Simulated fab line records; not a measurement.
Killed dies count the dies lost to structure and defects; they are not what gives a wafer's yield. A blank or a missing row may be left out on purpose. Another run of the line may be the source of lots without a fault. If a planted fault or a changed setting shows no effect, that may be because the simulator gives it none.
Split-lot trial || flow n5_finfet || 7 lots, 21 wafers read, on a route of 1938 steps

== THE SPLIT ITSELF ==
At N5_SDB_ETCH_17 (etches SiARC in CF4, target depth 23.4 nm, time 39 s), the setting bias_w was moved away from the recipe's 36 W on 11 of the 21 wafers read, by -13.2% to +16.4%. This setting was run at the recipe's value on the other wafers.

The reading comes from the split's own step.

== THE READING ==
rf_vpp_V, in V, at N5_SDB_ETCH_17 (etches SiARC in CF4, target depth 23.4 nm, time 39 s). On this fab line, fault-free wafers typically give 184.0 V with a standard deviation of 1.1 V.

{"wafer": "L077.2", "tool, chamber at the split": "rie_diel-02, 0", "bias_w as run, W": 36, "against the recipe": "recipe", "rf_vpp_V, V": 183.7, "against lot-mates on the recipe": "-"}
{"wafer": "L077.5", "tool, chamber at the split": "rie_diel-02, 0", "bias_w as run, W": 36, "against the recipe": "recipe", "rf_vpp_V, V": 183.7, "against lot-mates on the recipe": "-"}
{"wafer": "L077.6", "tool, chamber at the split": "rie_diel-02, 2", "bias_w as run, W": 31.25, "against the recipe": "-13.2%", "rf_vpp_V, V": 167.1, "against lot-mates on the recipe": -16.6}
{"wafer": "L080.2", "tool, chamber at the split": "rie_diel-05, 3", "bias_w as run, W": 41.92, "against the recipe": "+16.4%", "rf_vpp_V, V": 203.4, "against lot-mates on the recipe": "+18.0"}
{"wafer": "L080.3", "tool, chamber at the split": "rie_diel-05, 0", "bias_w as run, W": 41.92, "against the recipe": "+16.4%", "rf_vpp_V, V": 202.2, "against lot-mates on the recipe": "+16.8"}
{"wafer": "L080.5", "tool, chamber at the split": "rie_diel-05, 3", "bias_w as run, W": 36, "against the recipe": "recipe", "rf_vpp_V, V": 185.4, "against lot-mates on the recipe": "-"}
{"wafer": "L085.2", "tool, chamber at the split": "rie_diel-05, 0", "bias_w as run, W": 36, "against the recipe": "recipe", "rf_vpp_V, V": 182.6, "against lot-mates on the recipe": "-"}
{"wafer": "L085.3", "tool, chamber at the split": "rie_diel-05, 1", "bias_w as run, W": 36, "against the recipe": "recipe", "rf_vpp_V, V": 184.9, "against lot-mates on the recipe": "-"}
{"wafer": "L085.5", "tool, chamber at the split": "rie_diel-05, 2", "bias_w as run, W": 36, "against the recipe": "recipe", "rf_vpp_V, V": 182.9, "against lot-mates on the recipe": "-"}
{"wafer": "L090.2", "tool, chamber at the split": "rie_diel-02, 0", "bias_w as run, W": 33.94, "against the recipe": "-5.7%", "rf_vpp_V, V": 178.6, "against lot-mates on the recipe": -5.1}
{"wafer": "L090.4", "tool, chamber at the split": "rie_diel-02, 1", "bias_w as run, W": 33.94, "against the recipe": "-5.7%", "rf_vpp_V, V": 176.9, "against lot-mates on the recipe": -6.8}
{"wafer": "L090.6", "tool, chamber at the split": "rie_diel-02, 0", "bias_w as run, W": 36, "against the recipe": "recipe", "rf_vpp_V, V": 183.7, "against lot-mates on the recipe": "-"}
{"wafer": "L093.1", "tool, chamber at the split": "rie_diel-02, 2", "bias_w as run, W": 40.42, "against the recipe": "+12.3%", "rf_vpp_V, V": 198.9, "against lot-mates on the recipe": "no lot-mate on the recipe"}
{"wafer": "L093.5", "tool, chamber at the split": "rie_diel-02, 2", "bias_w as run, W": 40.42, "against the recipe": "+12.3%", "rf_vpp_V, V": 199.5, "against lot-mates on the recipe": "no lot-mate on the recipe"}
{"wafer": "L093.6", "tool, chamber at the split": "rie_diel-02, 1", "bias_w as run, W": 40.42, "against the recipe": "+12.3%", "rf_vpp_V, V": 199.2, "against lot-mates on the recipe": "no lot-mate on the recipe"}
{"wafer": "L096.3", "tool, chamber at the split": "rie_diel-05, 1", "bias_w as run, W": 38.85, "against the recipe": "+7.9%", "rf_vpp_V, V": 193.4, "against lot-mates on the recipe": "no lot-mate on the recipe"}
{"wafer": "L096.4", "tool, chamber at the split": "rie_diel-05, 3", "bias_w as run, W": 38.85, "against the recipe": "+7.9%", "rf_vpp_V, V": 194.7, "against lot-mates on the recipe": "no lot-mate on the recipe"}
{"wafer": "L096.6", "tool, chamber at the split": "rie_diel-05, 0", "bias_w as run, W": 38.85, "against the recipe": "+7.9%", "rf_vpp_V, V": 192.5, "against lot-mates on the recipe": "no lot-mate on the recipe"}
{"wafer": "L097.3", "tool, chamber at the split": "rie_diel-02, 0", "bias_w as run, W": 36, "against the recipe": "recipe", "rf_vpp_V, V": 182.8, "against lot-mates on the recipe": "-"}
{"wafer": "L097.5", "tool, chamber at the split": "rie_diel-02, 0", "bias_w as run, W": 36, "against the recipe": "recipe", "rf_vpp_V, V": 183.0, "against lot-mates on the recipe": "-"}
{"wafer": "L097.6", "tool, chamber at the split": "rie_diel-02, 1", "bias_w as run, W": 36, "against the recipe": "recipe", "rf_vpp_V, V": 183.2, "against lot-mates on the recipe": "-"}

FIT RESULTS
A straight line over all 21 wafers: rf_vpp_V changes by +1.21 V for each +1% of bias_w; r = +1.00; the points scatter about the line by 0.96 V.
The same after taking each lot's own level away (the mean of its wafers on the recipe; 15 wafers): +1.1 V for each +1%; r = +0.99; scatter 0.89 V.
On that fit, the largest move of bias_w shifts the reading by 18 V.
Measured against the standard deviation above, the lots' own levels, which go from 183.00 to 185.40 V, span 2.2 times it.
The two slopes are in agreement: the lot-to-lot level therefore moves the slope only a little.
Check: with one of the wafers moved furthest among these (+16.4%) left out of the fit, the line predicts +17.9 V for it against its lot-mates. It came out at +18 V against them.
Tool readings at the split's step, against how far the setting was moved: rf_vpp_V r = +1.00.

== ADDITIONAL SPLITS CARRIED BY THESE WAFERS ==
Other splits were also applied to these wafers ahead of the reading. Each is held against what the fit with the lots' levels taken away leaves over:
{"other split on the same wafers": "N5_SD_EPI_N_EXPOSE_06 dose_mj", "wafers away from the commonest value": 7, "r with rf_vpp_V (lot level and that fit taken away)": "+0.06"}
{"other split on the same wafers": "N5_SDB_COAT_03 spin_rpm", "wafers away from the commonest value": 7, "r with rf_vpp_V (lot level and that fit taken away)": "+0.26"}

== FILE'S OWN FIT ==
rf_vpp_V changes by +1.13 V for each +1% of bias_w, r = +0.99.
